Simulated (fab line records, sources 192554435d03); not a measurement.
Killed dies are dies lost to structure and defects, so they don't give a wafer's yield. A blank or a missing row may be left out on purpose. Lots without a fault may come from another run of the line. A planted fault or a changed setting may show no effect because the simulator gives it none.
Problem report in the 8D (eight disciplines) form, filled by code | flow n5_finfet | the parts of the form that need people (team, actions taken, sign-off) are left out

1. THE PROBLEM
cathode_dc_power_W at N5_BEOL_M14_SPUTTER_43 reads a mean of 15873 W on 6 wafers of 2 lots; wafers without a fault read 15000 W with a standard deviation of 2.9. That is +99 or more standard deviations from the usual mean.
The step: material TaN, target thk 15 nm, time 24.19 s.
First seen on wafer L951.2, day 15 18:11, on pvd_sputter-03. The record holds 18 wafers of 6 lots with a number at this step. Rule for "out", or "out of limits": more than 4 standard deviations from the usual mean. The other wafers with a number count as sound.

2. WHAT IT IS AND WHAT IT IS NOT
question                    | is                     | is not
which readings at this step | cathode_dc_power_W     | throttle_valve_pct
which lots                  | L951, L952             | L944, L948, L954, L965
which wafers of those lots  | all that have a number | -
read on which tools         | pvd_sputter-03         | pvd_sputter-01
when                        | from day 15 18:11      | up to then (6 sound wafers); but 6 sound wafers of L954, L965 came after

3. SUSPECTS, AND WHAT RULES EACH OUT
Counting: a tool at a process step up to the reading stays a suspect if it ran every lot that is out and no sound lot after the first of them.
- rie_diel-04 at N5_BEOL_M14_TRENCH_ETCH_34 (etches SiO2 in C4F8/O2/Ar, target depth 556.65 nm, time 126.9 s): kept. It ran every lot that is out, first L951 (day 15 15:38), and no sound lot after that; its last sound lot up to then is L944 (day 14 10:32).
- rie_diel-04 at N5_BEOL_M14_STRIP_37 (strips in O2): kept. It ran every lot that is out, first L951 (day 15 17:20), and no sound lot after that.
- rie_diel-04 at N5_BEOL_M14_ETCH_38 (etches SiCN in CF4/N2, target depth 106.5 nm, time 120.6 s): kept. It ran every lot that is out, first L951 (day 15 18:06), and no sound lot after that. N5_BEOL_M14_ETCH_38 gives no start for some lots, so the hours and the order of its lots are those of N5_BEOL_M14_DEGAS_41.
- pvd_sputter-03 at N5_BEOL_M14_DEGAS_41 (time 60 s): ruled out as a lasting fault. Sound lots L965 ran on it after its first lot that is out, L951 (day 15 18:06).
- pvd_sputter-03 at N5_BEOL_M14_SPUTTER_43 (material TaN, target thk 15 nm, time 24.19 s): ruled out as a lasting fault. Sound lots L965 ran on it after its first lot that is out, L951 (day 15 18:11).
Left after counting: rie_diel-04 at N5_BEOL_M14_TRENCH_ETCH_34, rie_diel-04 at N5_BEOL_M14_STRIP_37, rie_diel-04 at N5_BEOL_M14_ETCH_38.

4. THE CAUSE (what the simulator had put in)
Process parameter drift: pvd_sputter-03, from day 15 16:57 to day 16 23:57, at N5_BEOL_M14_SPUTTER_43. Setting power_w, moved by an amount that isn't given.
Counting ruled it out, wrongly.

5. THE CHAIN OF EFFECTS, in route order
Each row: a reading whose mean over the struck wafers that have a number lies more than 3 standard deviations from the usual. Only readings for which the record gives a usual standard deviation are gone through. hours: the time from each lot's start at the first step in this table that gives one to its start at this step, as a median over the lots. sigmas: the change in usual standard deviations.
hours | step                   | reading            | usual   | on struck wafers | change | sigmas
0     | N5_BEOL_M14_SPUTTER_43 | cathode_dc_power_W | 15000 W | 15873            | +873   | +99 or more
The process steps in it:
- N5_BEOL_M14_SPUTTER_43: material TaN, target thk 15 nm, time 24.19 s.

6. WHAT WOULD HAVE CAUGHT IT SOONER
In this record the first reading out of limits was taken at day 15 18:11, 1 hour after the fault began at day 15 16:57.
